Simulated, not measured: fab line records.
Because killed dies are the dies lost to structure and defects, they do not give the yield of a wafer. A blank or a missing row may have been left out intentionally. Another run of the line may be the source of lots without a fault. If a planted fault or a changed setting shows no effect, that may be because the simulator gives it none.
Which tool was responsible? ; flow nand-harc ; 72 wafers from 24 lots sampled at 6 of the route's 1159 steps

## WHAT THE GAUGES READ, wafer by wafer
NHARC_P_BONDPAD_CD_MEAS_09: the cd target is 500 nm. Usual: cd-nm 500.5 nm, standard deviation 1.5.
lot;measured;on;cd-nm (nm);flag
L074;day 6 08:55;cd-sem-02;498.8 500.0 500.2;
L076;day 6 19:18;cd-sem-02;500.3 499.9 500.1;
L075;day 6 19:46;cd-sem-02;498.1 499.3 498.3;
L077;day 7 05:36;cd-sem-02;499.7 501.6 500.8;
L078;day 7 12:52;cd-sem-02;503.4 501.7 503.3;
L079;day 7 13:29;cd-sem-02;500.5 501.3 500.0;
L080;day 8 03:05;cd-sem-01;502.4 501.1 503.1;
L081;day 8 04:18;cd-sem-01;501.4 503.8 501.8;
L083;day 8 15:25;cd-sem-01;498.7 499.0 497.8;
L082;day 8 16:10;cd-sem-02;501.8 501.2 501.6;
L084;day 9 08:58;cd-sem-02;500.3 500.1 500.2;
L085;day 9 13:19;cd-sem-02;500.5 502.0 501.5;
L086;day 9 17:09;cd-sem-01;501.9 501.4 501.1;
L087;day 9 20:17;cd-sem-03;501.6 499.0 499.4;
L088;day 9 21:08;cd-sem-02;501.3 502.4 503.2;
L090;day 10 08:34;cd-sem-02;499.2 501.2 500.5;
L089;day 10 10:08;cd-sem-02;502.1 501.7 500.8;
L091;day 10 09:20;cd-sem-01;498.4 498.6 498.0;
L092;day 10 18:17;cd-sem-03;501.3 502.3 501.3;
L093;day 10 19:41;cd-sem-02;497.4 498.8 498.5;
L094;day 11 11:10;cd-sem-02;500.0 498.8 498.6;
L095;day 11 15:44;cd-sem-03;498.0 498.6 500.5;
L097;day 11 16:38;cd-sem-01;501.1 498.5 500.7;
L096;day 11 17:05;cd-sem-01;499.5 499.3 501.0;

## WHICH TOOL RAN EACH LOT (tool, then ch and the chambers of the sampled wafers, then the start)
lot;NHARC_P_CONTACT_ETCH_35;NHARC_P_M0_ETCH_34;NHARC_P_M0_PVD_20;NHARC_P_M1_ETCH_28;NHARC_P_M2_PVD_20
L074;rie-diel-06 ch 0,2,3, day 5 15:42;rie-diel-07 ch 1,2, day 5 19:56;pvd-sputter-01, day 6 08:55 or earlier;rie-diel-12 ch 2,3, day 6 08:55 or earlier;pvd-sputter-03, day 6 08:55 or earlier
L076;rie-diel-09 ch 0,1,2, day 5 22:37;rie-diel-11 ch 0,1,3, day 6 06:40;pvd-sputter-02, day 6 19:18 or earlier;rie-diel-10 ch 1,2,3, day 6 19:18 or earlier;pvd-sputter-03, day 6 19:18 or earlier
L075;rie-diel-06 ch 1,2,3, day 5 22:47;rie-diel-02 ch 1,2,3, day 6 06:55;pvd-sputter-03, day 6 11:48 or earlier;rie-diel-12 ch 0,2, day 6 11:48;pvd-sputter-01, day 6 19:46 or earlier
L077;rie-diel-06 ch 1,2,3, day 6 12:33;rie-diel-02 ch 0,1, day 6 16:34;pvd-sputter-01, day 7 05:36 or earlier;rie-diel-12 ch 0,1,2, day 7 05:36 or earlier;pvd-sputter-01, day 7 05:36 or earlier
L078;rie-diel-09 ch 2,3, day 6 20:10;rie-diel-07 ch 0,3, day 7 00:14;pvd-sputter-03, day 7 05:02 or earlier;rie-diel-03 ch 0,1, day 7 05:02;pvd-sputter-01, day 7 12:52 or earlier
L079;rie-diel-08 ch 1,2,3, day 6 20:37;rie-diel-07 ch 0,2,3, day 7 00:49;pvd-sputter-01, day 7 13:29 or earlier;rie-diel-12 ch 0,1,2, day 7 13:29 or earlier;pvd-sputter-03, day 7 13:29 or earlier
L080;rie-diel-09 ch 2,3, day 7 06:31;rie-diel-07 ch 0,1,2, day 7 14:35;pvd-sputter-03, day 8 03:05 or earlier;rie-diel-10 ch 0,1,2, day 8 03:05 or earlier;pvd-sputter-02, day 8 03:05 or earlier
L081;rie-diel-06 ch 1,2,3, day 7 10:53;rie-diel-07 ch 0,1,2, day 7 15:33;pvd-sputter-02, day 8 04:18 or earlier;rie-diel-12 ch 0,2,3, day 8 04:18 or earlier;pvd-sputter-03, day 8 04:18 or earlier
L083;rie-diel-09 ch 1,3, day 7 19:11;rie-diel-02 ch 0,1, day 8 02:47;pvd-sputter-03, day 8 15:25 or earlier;rie-diel-03 ch 2,3, day 8 15:25 or earlier;pvd-sputter-03, day 8 15:25 or earlier
L082;rie-diel-06 ch 0,3, day 7 19:41;rie-diel-02 ch 1,2, day 8 03:08;pvd-sputter-01, day 8 16:10 or earlier;rie-diel-12 ch 0,2, day 8 16:10 or earlier;pvd-sputter-03, day 8 16:10 or earlier
L084;rie-diel-06 ch 1,2, day 8 12:28;rie-diel-07 ch 1,2,3, day 8 20:37;pvd-sputter-01, day 9 08:58 or earlier;rie-diel-10 ch 0,1,2, day 9 08:58 or earlier;pvd-sputter-02, day 9 08:58 or earlier
L085;rie-diel-09 ch 1,3, day 8 18:13;rie-diel-02 ch 0,1, day 9 00:52;pvd-sputter-03, day 9 13:19 or earlier;rie-diel-03 ch 0,1,3, day 9 13:19 or earlier;pvd-sputter-01, day 9 13:19 or earlier
L086;rie-diel-06 ch 0,2, day 8 19:38;rie-diel-07 ch 1,2,3, day 9 04:07;pvd-sputter-03, day 9 17:09 or earlier;rie-diel-03 ch 1,2, day 9 17:09 or earlier;pvd-sputter-03, day 9 17:09 or earlier
L087;rie-diel-09 ch 0,1,2, day 9 00:56;rie-diel-11 ch 1,3, day 9 06:52;pvd-sputter-03, day 9 20:17 or earlier;rie-diel-03 ch 0,1, day 9 20:17 or earlier;pvd-sputter-03, day 9 20:17 or earlier
L088;rie-diel-09 ch 0,1,3, day 9 02:35;rie-diel-11 ch 0,1, day 9 07:29;pvd-sputter-01, day 9 21:08 or earlier;rie-diel-03 ch 1,2,3, day 9 21:08 or earlier;pvd-sputter-02, day 9 21:08 or earlier
L090;rie-diel-06 ch 0,3, day 9 14:45;rie-diel-11 ch 1,2, day 9 20:06;pvd-sputter-02, day 10 08:34 or earlier;rie-diel-12 ch 0,3, day 10 08:34 or earlier;pvd-sputter-03, day 10 08:34 or earlier
L089;rie-diel-09 ch 1,2,3, day 9 15:22;rie-diel-07 ch 0,2,3, day 9 21:08;pvd-sputter-01, day 10 10:08 or earlier;rie-diel-12 ch 1,2,3, day 10 10:08 or earlier;pvd-sputter-01, day 10 10:08 or earlier
L091;rie-diel-06 ch 2,3, day 9 15:41;rie-diel-02 ch 0,2,3, day 9 20:35;pvd-sputter-02, day 10 09:20 or earlier;rie-diel-12 ch 0,3, day 10 09:20 or earlier;pvd-sputter-01, day 10 09:20 or earlier
L092;rie-diel-06 ch 0,1,2, day 10 01:31;rie-diel-02 ch 0,2,3, day 10 05:33;pvd-sputter-03, day 10 18:17 or earlier;rie-diel-10 ch 0,1,2, day 10 18:17 or earlier;pvd-sputter-03, day 10 18:17 or earlier
L093;rie-diel-09 ch 1,2,3, day 10 02:51;rie-diel-07 ch 0,1,3, day 10 06:53;pvd-sputter-01, day 10 19:41 or earlier;rie-diel-10 ch 1,2,3, day 10 19:41 or earlier;pvd-sputter-03, day 10 19:41 or earlier
L094;rie-diel-06 ch 1,2,3, day 10 15:25;rie-diel-02 ch 0,3, day 10 22:29;pvd-sputter-03, day 11 11:10 or earlier;rie-diel-03 ch 0,1,3, day 11 11:10 or earlier;pvd-sputter-02, day 11 11:10 or earlier
L095;rie-diel-06 ch 1,2,3, day 10 21:58;rie-diel-07 ch 1,2,3, day 11 02:41;pvd-sputter-02, day 11 15:44 or earlier;rie-diel-03 ch 0,1,3, day 11 15:44 or earlier;pvd-sputter-01, day 11 15:44 or earlier
L097;rie-diel-09 ch 0,2, day 10 22:23;rie-diel-11 ch 0,1, day 11 03:45;pvd-sputter-03, day 11 16:38 or earlier;rie-diel-10 ch 0,1,2, day 11 16:38 or earlier;pvd-sputter-03, day 11 16:38 or earlier
L096;rie-diel-09 ch 0,1, day 10 23:25;rie-diel-11 ch 2,3, day 11 04:13;pvd-sputter-01, day 11 17:05 or earlier;rie-diel-12 ch 0,1,3, day 11 17:05 or earlier;pvd-sputter-03, day 11 17:05 or earlier
- NHARC_P_CONTACT_ETCH_35: etches the open film in CF4, target depth 39 nm, time 65 s.
- NHARC_P_M0_ETCH_34: etches the open film in N2/H2, target depth 40 nm, overetch 12 nm, time 43.94 s.
- NHARC_P_M0_PVD_20: deposits TaN, target thk 5 nm, time 8.06 s.
- NHARC_P_M1_ETCH_28: etches the open film in CF4/N2, target depth 30 nm, time 72.99 s.
- NHARC_P_M2_PVD_20: deposits TaN, target thk 5 nm, time 8.06 s.

## WHAT THE TOOLS THEMSELVES READ (means of the sampled wafers that have a number; where no wafer has one, the mark that the record gives instead)
NHARC_P_CONTACT_ETCH_35. Usual: drypump-motor-current-A 5.7 A, standard deviation 0.4; oes-product-au 1.004 a.u., standard deviation 0.0074; rf-vpp-V 151.5 V, standard deviation 1.3; showerhead-plenum-p-Torr 1.78 Torr, standard deviation 0.079; throttle-valve-pct 13.283 %, standard deviation 0.009.
lot;tool;drypump-motor-current-A (A);oes-product-au (a.u.);rf-vpp-V (V);showerhead-plenum-p-Torr (Torr);throttle-valve-pct (%);flag
L074;rie-diel-06;6.0;1.002;151.4;1.79;13.282;
L076;rie-diel-09;5.6;1.017;151.4;1.82;13.286;
L075;rie-diel-06;6.1;1.010;151.6;1.76;13.277;
L077;rie-diel-06;6.1;1.005;151.9;1.76;13.280;
L078;rie-diel-09;5.7;1.005;151.9;1.82;13.282;
L079;rie-diel-08;5.7;0.999;150.8;1.77;13.272;
L080;rie-diel-09;5.6;1.006;151.1;1.75;13.284;
L081;rie-diel-06;6.1;1.007;151.2;1.76;13.281;
L083;rie-diel-09;5.5;1.010;150.3;1.71;13.298;
L082;rie-diel-06;5.7;1.003;151.1;1.80;13.283;
L084;rie-diel-06;6.0;0.999;151.1;1.82;13.283;
L085;rie-diel-09;5.5;1.005;150.5;1.71;13.276;
L086;rie-diel-06;5.9;1.002;152.8;1.85;13.289;
L087;rie-diel-09;5.6;1.009;152.4;1.82;13.286;
L088;rie-diel-09;5.5;1.015;150.8;1.75;13.281;
L090;rie-diel-06;6.1;1.002;150.7;1.73;13.279;
L089;rie-diel-09;5.6;1.001;151.2;1.77;13.277;
L091;rie-diel-06;6.3;1.002;152.0;1.78;13.289;
L092;rie-diel-06;5.7;1.002;152.4;1.83;13.278;
L093;rie-diel-09;5.6;1.008;151.3;1.77;13.282;
L094;rie-diel-06;6.1;0.997;151.1;1.76;13.282;
L095;rie-diel-06;6.1;0.997;151.1;1.76;13.290;
L097;rie-diel-09;5.5;1.005;151.9;1.84;13.282;
L096;rie-diel-09;5.5;0.999;152.1;1.78;13.288;

NHARC_P_M0_ETCH_34. Usual: drypump-motor-current-A 5.7 A, standard deviation 0.42; oes-product-au 1.001 a.u., standard deviation 0.0076; rf-vpp-V 430.3 V, standard deviation 2.5; showerhead-plenum-p-Torr 2.03 Torr, standard deviation 0.086; throttle-valve-pct 14.171 %, standard deviation 0.0089.
lot;tool;drypump-motor-current-A (A);oes-product-au (a.u.);rf-vpp-V (V);showerhead-plenum-p-Torr (Torr);throttle-valve-pct (%);flag
L074;rie-diel-07;5.6;1.000;429.8;2.03;14.172;
L076;rie-diel-11;5.8;1.000;429.7;2.04;14.175;
L075;rie-diel-02;5.3;1.007;428.7;2.02;14.165;
L077;rie-diel-02;5.8;1.003;428.0;1.95;14.173;
L078;rie-diel-07;5.9;1.003;432.3;2.14;14.170;
L079;rie-diel-07;5.8;1.000;433.1;2.11;14.172;
L080;rie-diel-07;5.7;0.999;431.4;2.05;14.167;
L081;rie-diel-07;5.8;0.991;430.8;2.05;14.173;
L083;rie-diel-02;5.8;1.006;427.8;1.95;14.173;
L082;rie-diel-02;5.5;0.997;428.1;1.99;14.167;
L084;rie-diel-07;5.9;0.994;430.9;2.05;14.177;
L085;rie-diel-02;5.8;1.000;428.5;1.95;14.179;
L086;rie-diel-07;5.9;0.996;431.0;2.05;14.178;
L087;rie-diel-11;5.7;1.012;433.4;2.10;14.179;
L088;rie-diel-11;6.0;0.998;428.4;1.98;14.171;
L090;rie-diel-11;6.1;0.999;429.2;1.96;14.177;
L089;rie-diel-07;5.8;0.994;433.2;2.11;14.175;
L091;rie-diel-02;5.3;0.996;428.6;1.98;14.166;
L092;rie-diel-02;5.4;1.001;429.6;1.98;14.173;
L093;rie-diel-07;6.0;1.002;432.6;2.08;14.172;
L094;rie-diel-02;5.5;1.010;428.0;1.96;14.180;
L095;rie-diel-07;5.9;1.001;431.0;2.05;14.176;
L097;rie-diel-11;6.0;1.003;429.1;1.97;14.169;
L096;rie-diel-11;5.9;1.007;430.1;2.04;14.168;

NHARC_P_M0_PVD_20. Usual: chamber-pressure-pa 0.11997 Pa, standard deviation 0.00023; throttle-valve-pct 30.1 %, standard deviation 0.78.
lot;tool;chamber-pressure-pa (Pa);throttle-valve-pct (%);flag
L074;pvd-sputter-01;0.11965;30.2;
L076;pvd-sputter-02;0.12014;30.0;
L075;pvd-sputter-03;0.12010;29.4;
L077;pvd-sputter-01;0.12015;30.7;
L078;pvd-sputter-03;0.11997;30.4;
L079;pvd-sputter-01;0.11985;30.7;
L080;pvd-sputter-03;0.11999;30.3;
L081;pvd-sputter-02;0.11994;30.0;
L083;pvd-sputter-03;0.11984;29.7;
L082;pvd-sputter-01;0.12019;30.3;
L084;pvd-sputter-01;0.12005;30.1;
L085;pvd-sputter-03;0.11995;29.7;
L086;pvd-sputter-03;0.12019;29.4;
L087;pvd-sputter-03;0.11993;30.0;
L088;pvd-sputter-01;0.11999;30.3;
L090;pvd-sputter-02;0.11995;30.4;
L089;pvd-sputter-01;0.11998;30.2;
L091;pvd-sputter-02;0.12006;30.4;
L092;pvd-sputter-03;0.12011;29.8;
L093;pvd-sputter-01;0.11989;30.4;
L094;pvd-sputter-03;0.11970;29.3;
L095;pvd-sputter-02;0.11998;30.2;
L097;pvd-sputter-03;0.11989;29.9;
L096;pvd-sputter-01;0.12009;30.6;

NHARC_P_M1_ETCH_28. Usual: drypump-motor-current-A 5.46 A, standard deviation 0.27; oes-product-au 1.001 a.u., standard deviation 0.008; rf-vpp-V 315.4 V, standard deviation 1.9; showerhead-plenum-p-Torr 2.69 Torr, standard deviation 0.093; throttle-valve-pct 19.792 %, standard deviation 0.0082.
lot;tool;drypump-motor-current-A (A);oes-product-au (a.u.);rf-vpp-V (V);showerhead-plenum-p-Torr (Torr);throttle-valve-pct (%);flag
L074;rie-diel-12;5.17;1.010;315.2;2.73;19.798;
L076;rie-diel-10;5.48;0.994;313.7;2.61;19.786;
L075;rie-diel-12;5.71;1.005;317.7;2.80;19.791;
L077;rie-diel-12;5.63;1.005;316.0;2.76;19.792;
L078;rie-diel-03;5.37;0.995;312.9;2.61;19.789;
L079;rie-diel-12;5.56;1.003;316.5;2.76;19.796;
L080;rie-diel-10;5.62;1.010;313.7;2.62;19.793;
L081;rie-diel-12;5.46;1.003;316.9;2.76;19.788;
L083;rie-diel-03;5.10;0.996;317.2;2.75;19.801;
L082;rie-diel-12;5.69;1.000;318.2;2.80;19.797;
L084;rie-diel-10;5.60;1.000;313.7;2.62;19.791;
L085;rie-diel-03;5.26;0.995;314.9;2.68;19.797;
L086;rie-diel-03;5.50;0.989;316.8;2.73;19.780;
L087;rie-diel-03;5.47;0.992;315.5;2.66;19.794;
L088;rie-diel-03;5.33;0.999;316.9;2.73;19.801;
L090;rie-diel-12;5.41;1.008;317.6;2.78;19.792;
L089;rie-diel-12;5.37;1.000;315.9;2.72;19.797;
L091;rie-diel-12;5.11;1.011;315.4;2.75;19.791;
L092;rie-diel-10;5.60;0.996;314.1;2.62;19.782;
L093;rie-diel-10;5.48;1.006;314.0;2.61;19.794;
L094;rie-diel-03;5.27;1.002;315.2;2.68;19.792;
L095;rie-diel-03;5.28;0.995;315.3;2.67;19.793;
L097;rie-diel-10;5.62;1.011;314.8;2.62;19.804;
L096;rie-diel-12;5.31;0.997;315.3;2.73;19.789;

NHARC_P_M2_PVD_20. Usual: chamber-pressure-pa 0.11997 Pa, standard deviation 0.00023; throttle-valve-pct 29.9 %, standard deviation 0.78.
lot;tool;chamber-pressure-pa (Pa);throttle-valve-pct (%);flag
L074;pvd-sputter-03;0.11997;29.1;
L076;pvd-sputter-03;0.12010;29.7;
L075;pvd-sputter-01;0.11983;30.7;
L077;pvd-sputter-01;0.11987;30.2;
L078;pvd-sputter-01;0.12005;30.3;
L079;pvd-sputter-03;0.12036;29.5;
L080;pvd-sputter-02;0.11988;30.0;
L081;pvd-sputter-03;0.11965;29.2;
L083;pvd-sputter-03;0.12007;29.9;
L082;pvd-sputter-03;0.12004;30.3;
L084;pvd-sputter-02;0.12008;30.5;
L085;pvd-sputter-01;0.11978;30.4;
L086;pvd-sputter-03;0.12001;30.5;
L087;pvd-sputter-03;0.12014;29.9;
L088;pvd-sputter-02;0.12005;30.2;
L090;pvd-sputter-03;0.11991;29.4;
L089;pvd-sputter-01;0.11994;30.3;
L091;pvd-sputter-01;0.12016;30.1;
L092;pvd-sputter-03;0.11986;29.7;
L093;pvd-sputter-03;0.11998;30.0;
L094;pvd-sputter-02;0.11979;30.6;
L095;pvd-sputter-01;0.11980;30.2;
L097;pvd-sputter-03;0.11974;29.4;
L096;pvd-sputter-03;0.11996;29.4;

## THE ANSWER, worked out from the rows above alone
Rule: a lot counts as off when the mean over its wafers that have a number is more than 3 standard deviations away from the usual mean. A lot without any number at a reading at which 4 lots or more have one is off too. Any other lot the step has rows for is counted as sound. The gauges are gone through in route order, then the tools' own readings, and for those a lot's mean is taken as printed above. The first step at which some lot is off is used, and at that step the reading that is off furthest; a lot without a number counts as furthest.
Nothing can be told from this: no lot is off at any reading shown.

## WHAT THE SIMULATOR HAD PUT IN
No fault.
